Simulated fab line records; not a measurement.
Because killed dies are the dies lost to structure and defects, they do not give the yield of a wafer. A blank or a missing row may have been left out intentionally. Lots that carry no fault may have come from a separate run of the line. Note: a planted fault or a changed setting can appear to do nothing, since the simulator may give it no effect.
Split-lot trial / flow n5-finfet / on a route of 1938 steps: 7 lots, 39 wafers read

ON THE SPLIT
At N5_BEOL_M0_SAQP_DEVELOP_13 (develop time 30 s), the setting develop-time-s was moved away from the recipe's 30 s on 15 of the 39 wafers read, by -56.6% to +53.0%. This setting was run at the recipe's value on the other wafers.

No step appears in the file between the split and the reading.

THE READING
cd-nm (nm) at N5_BEOL_M0_SAQP_CD_MEAS_14, where the cd target is 42.5 nm. Fault-free wafers of this fab line usually give 42.5 nm, standard deviation 0.31 nm.

wafer=L075.1; tool, chamber at the split=litho-track-04, 0; develop-time-s as run, s=30; against the recipe=recipe; cd-nm, nm=42.6; against lot-mates on the recipe=-
wafer=L075.2; tool, chamber at the split=litho-track-04, 0; develop-time-s as run, s=30; against the recipe=recipe; cd-nm, nm=42.2; against lot-mates on the recipe=-
wafer=L075.3; tool, chamber at the split=litho-track-04, 0; develop-time-s as run, s=43.51; against the recipe=+45.0%; cd-nm, nm=41.5; against lot-mates on the recipe=-1.2
wafer=L075.4; tool, chamber at the split=litho-track-04, 0; develop-time-s as run, s=43.51; against the recipe=+45.0%; cd-nm, nm=41.6; against lot-mates on the recipe=-1.1
wafer=L075.5; tool, chamber at the split=litho-track-04, 0; develop-time-s as run, s=30; against the recipe=recipe; cd-nm, nm=43.2; against lot-mates on the recipe=-
wafer=L075.6; tool, chamber at the split=litho-track-04, 0; develop-time-s as run, s=43.51; against the recipe=+45.0%; cd-nm, nm=41.7; against lot-mates on the recipe=-1.0
wafer=L081.1; tool, chamber at the split=litho-track-01, 0; develop-time-s as run, s=45.89; against the recipe=+53.0%; cd-nm, nm=41.6; against lot-mates on the recipe=-0.9
wafer=L081.2; tool, chamber at the split=litho-track-01, 0; develop-time-s as run, s=30; against the recipe=recipe; cd-nm, nm=42.1; against lot-mates on the recipe=-
wafer=L081.3; tool, chamber at the split=litho-track-01, 0; develop-time-s as run, s=45.89; against the recipe=+53.0%; cd-nm, nm=41.7; against lot-mates on the recipe=-0.8
wafer=L081.4; tool, chamber at the split=litho-track-01, 0; develop-time-s as run, s=45.89; against the recipe=+53.0%; cd-nm, nm=41.3; against lot-mates on the recipe=-1.2
wafer=L081.5; tool, chamber at the split=litho-track-01, 0; develop-time-s as run, s=30; against the recipe=recipe; cd-nm, nm=42.5; against lot-mates on the recipe=-
wafer=L081.6; tool, chamber at the split=litho-track-01, 0; develop-time-s as run, s=30; against the recipe=recipe; cd-nm, nm=42.9; against lot-mates on the recipe=-
wafer=L083.1; tool, chamber at the split=litho-track-05, 0; develop-time-s as run, s=30; against the recipe=recipe; cd-nm, nm=42.2; against lot-mates on the recipe=-
wafer=L083.2; tool, chamber at the split=litho-track-05, 0; develop-time-s as run, s=30; against the recipe=recipe; cd-nm, nm=42.6; against lot-mates on the recipe=-
wafer=L083.3; tool, chamber at the split=litho-track-05, 0; develop-time-s as run, s=30; against the recipe=recipe; cd-nm, nm=42.3; against lot-mates on the recipe=-
wafer=L083.4; tool, chamber at the split=litho-track-05, 0; develop-time-s as run, s=40.95; against the recipe=+36.5%; cd-nm, nm=41.6; against lot-mates on the recipe=-0.8
wafer=L083.5; tool, chamber at the split=litho-track-05, 0; develop-time-s as run, s=40.95; against the recipe=+36.5%; cd-nm, nm=41.7; against lot-mates on the recipe=-0.7
wafer=L083.6; tool, chamber at the split=litho-track-05, 0; develop-time-s as run, s=40.95; against the recipe=+36.5%; cd-nm, nm=41.7; against lot-mates on the recipe=-0.7
wafer=L084.1; tool, chamber at the split=litho-track-04, 0; develop-time-s as run, s=21.88; against the recipe=-27.1%; cd-nm, nm=43.0; against lot-mates on the recipe=+0.8
wafer=L084.2; tool, chamber at the split=litho-track-04, 0; develop-time-s as run, s=30; against the recipe=recipe; cd-nm, nm=42.0; against lot-mates on the recipe=-
wafer=L084.3; tool, chamber at the split=litho-track-04, 0; develop-time-s as run, s=30; against the recipe=recipe; cd-nm, nm=42.4; against lot-mates on the recipe=-
wafer=L084.4; tool, chamber at the split=litho-track-04, 0; develop-time-s as run, s=30; against the recipe=recipe; cd-nm, nm=42.3; against lot-mates on the recipe=-
wafer=L084.5; tool, chamber at the split=litho-track-04, 0; develop-time-s as run, s=21.88; against the recipe=-27.1%; cd-nm, nm=43.4; against lot-mates on the recipe=+1.2
wafer=L084.6; tool, chamber at the split=litho-track-04, 0; develop-time-s as run, s=21.88; against the recipe=-27.1%; cd-nm, nm=43.5; against lot-mates on the recipe=+1.3
wafer=L086.1; tool, chamber at the split=litho-track-04, 0; develop-time-s as run, s=13.03; against the recipe=-56.6%; cd-nm, nm=44.8; against lot-mates on the recipe=+2.6
wafer=L086.2; tool, chamber at the split=litho-track-04, 0; develop-time-s as run, s=13.03; against the recipe=-56.6%; cd-nm, nm=44.2; against lot-mates on the recipe=+2.0
wafer=L086.3; tool, chamber at the split=litho-track-04, 0; develop-time-s as run, s=30; against the recipe=recipe; cd-nm, nm=42.2; against lot-mates on the recipe=-
wafer=L086.4; tool, chamber at the split=litho-track-04, 0; develop-time-s as run, s=13.03; against the recipe=-56.6%; cd-nm, nm=44.3; against lot-mates on the recipe=+2.1
wafer=L086.5; tool, chamber at the split=litho-track-04, 0; develop-time-s as run, s=30; against the recipe=recipe; cd-nm, nm=42.3; against lot-mates on the recipe=-
wafer=L086.6; tool, chamber at the split=litho-track-04, 0; develop-time-s as run, s=30; against the recipe=recipe; cd-nm, nm=42.2; against lot-mates on the recipe=-
wafer=L089.1; tool, chamber at the split=litho-track-04, 0; develop-time-s as run, s=30; against the recipe=recipe; cd-nm, nm=42.2; against lot-mates on the recipe=-
wafer=L089.2; tool, chamber at the split=litho-track-04, 0; develop-time-s as run, s=30; against the recipe=recipe; cd-nm, nm=42.0; against lot-mates on the recipe=-
wafer=L089.3; tool, chamber at the split=litho-track-04, 0; develop-time-s as run, s=30; against the recipe=recipe; cd-nm, nm=41.9; against lot-mates on the recipe=-
wafer=L089.4; tool, chamber at the split=litho-track-04, 0; develop-time-s as run, s=30; against the recipe=recipe; cd-nm, nm=41.7; against lot-mates on the recipe=-
wafer=L089.5; tool, chamber at the split=litho-track-04, 0; develop-time-s as run, s=30; against the recipe=recipe; cd-nm, nm=42.6; against lot-mates on the recipe=-
wafer=L089.6; tool, chamber at the split=litho-track-04, 0; develop-time-s as run, s=30; against the recipe=recipe; cd-nm, nm=42.3; against lot-mates on the recipe=-
wafer=L093.3; tool, chamber at the split=litho-track-05, 0; develop-time-s as run, s=30; against the recipe=recipe; cd-nm, nm=42.8; against lot-mates on the recipe=-
wafer=L093.5; tool, chamber at the split=litho-track-05, 0; develop-time-s as run, s=30; against the recipe=recipe; cd-nm, nm=42.7; against lot-mates on the recipe=-
wafer=L093.6; tool, chamber at the split=litho-track-05, 0; develop-time-s as run, s=30; against the recipe=recipe; cd-nm, nm=42.5; against lot-mates on the recipe=-

FIT RESULTS
A straight line over all 39 wafers: cd-nm changes by -0.0252 nm for each +1% of develop-time-s; r = -0.89; the points scatter about the line by 0.37 nm.
The same after taking each lot's own level away (the mean of its wafers on the recipe; 39 wafers): -0.0283 nm for each +1%; r = -0.93; scatter 0.32 nm.
According to that fit, moving develop-time-s by its largest amount changes the reading by 1.6 nm.
Measured against the standard deviation above, the lots' own levels, which go from 42.12 to 42.67 nm, span 1.8 times it.
Hence the slope depends on the lot-to-lot level, as the two fits are not the same.
Check: for one of the wafers moved furthest among these (-56.6%), held out of the fit, the line's prediction against its lot-mates is +1.61 nm. It came out at +2.57 nm against them.

OTHER SPLITS ON THESE WAFERS
Before the reading, these wafers also passed through other splits. Each is held against what the fit with the lots' levels taken away leaves over:
other split on the same wafers=N5_SD_EPI_N_ETCH_16 target-depth-a; wafers away from the commonest value=18; r with cd-nm (lot level and that fit taken away)=-0.02
other split on the same wafers=N5_HKMG_FIN_HK_ALD_01 ald-cycles; wafers away from the commonest value=18; r with cd-nm (lot level and that fit taken away)=+0.21
other split on the same wafers=N5_MOL_CONTACT_COAG_ALD_20 ald-cycles; wafers away from the commonest value=15; r with cd-nm (lot level and that fit taken away)=+0.12

FILE'S OWN FIT
cd-nm changes by -0.0275 nm for each +1% of develop-time-s, r = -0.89.
